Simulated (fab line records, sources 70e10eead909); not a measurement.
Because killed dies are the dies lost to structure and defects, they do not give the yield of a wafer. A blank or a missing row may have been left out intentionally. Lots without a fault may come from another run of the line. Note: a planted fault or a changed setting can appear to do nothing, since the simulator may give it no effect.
Which tool was responsible?    flow nand harc    Sampling: 6 lots, 18 wafers, 4 of 1302 route steps

WHAT THE GAUGES READ, wafer by wafer
NHARC_END_SORT_01.
lot   measured      on         sort rim yield pct (%)
L496  day 25 17:45  prober-01  90 78 93
L502  day 27 00:02  prober-02  85 89 91
L507  day 29 23:56  prober-01  90 89 91

WHAT TOOL EACH LOT RAN ON (gives the tool, then ch and the chambers of the sampled wafers, and finally the start)
lot   NHARC_P_M1_PRE_CLEAN_30                  NHARC_P_M1_PVD_20             NHARC_P_M1_ANNEAL_31
L496  pvd sputter-01, day 7 06:03 or earlier   pvd sputter-01, day 7 06:03   rtp anneal-02 ch 0, day 7 06:44
L500  pvd sputter-01, day 8 19:32 or earlier   pvd sputter-01, day 8 19:32   rtp anneal-02 ch 0, day 8 20:19
L502  pvd sputter-02, day 9 11:53 or earlier   pvd sputter-02, day 9 11:53   rtp anneal-02 ch 0, day 9 12:35
L504  pvd sputter-03, day 10 06:32 or earlier  pvd sputter-03, day 10 06:32  rtp anneal-02 ch 0, day 10 07:09
L507  pvd sputter-02, day 11 19:50 or earlier  pvd sputter-02, day 11 19:50  rtp anneal-01 ch 0, day 11 20:28
L515  pvd sputter-01, day 14 22:10 or earlier  pvd sputter-01, day 14 22:10  rtp anneal-02 ch 0, day 14 22:46
- NHARC_P_M1_PRE_CLEAN_30: time 30 s.
- NHARC_P_M1_PVD_20: deposits TaN, target thk 5 nm, time 8.06 s.
- NHARC_P_M1_ANNEAL_31: time 90 s.

THE ANSWER, worked out from the rows above alone
Rule: what is usual is taken from the lots themselves. Put in order of their means at a reading, lots are off if they are a third of the lots or fewer, leave a main group of 4 or more, and stand apart from it by a gap of 3 or more times the standard deviation of the main group's means; of several such gaps the widest counts. A main group is skipped when, at the precision printed for the reading in the tables above, its means are all equal. Also off: a lot with no number at a reading for which 4 or more lots have one. The other lots that the step has rows for count as sound.
Nothing can be told from this: no lot is off at any reading shown.

WHAT THE SIMULATOR PUT IN
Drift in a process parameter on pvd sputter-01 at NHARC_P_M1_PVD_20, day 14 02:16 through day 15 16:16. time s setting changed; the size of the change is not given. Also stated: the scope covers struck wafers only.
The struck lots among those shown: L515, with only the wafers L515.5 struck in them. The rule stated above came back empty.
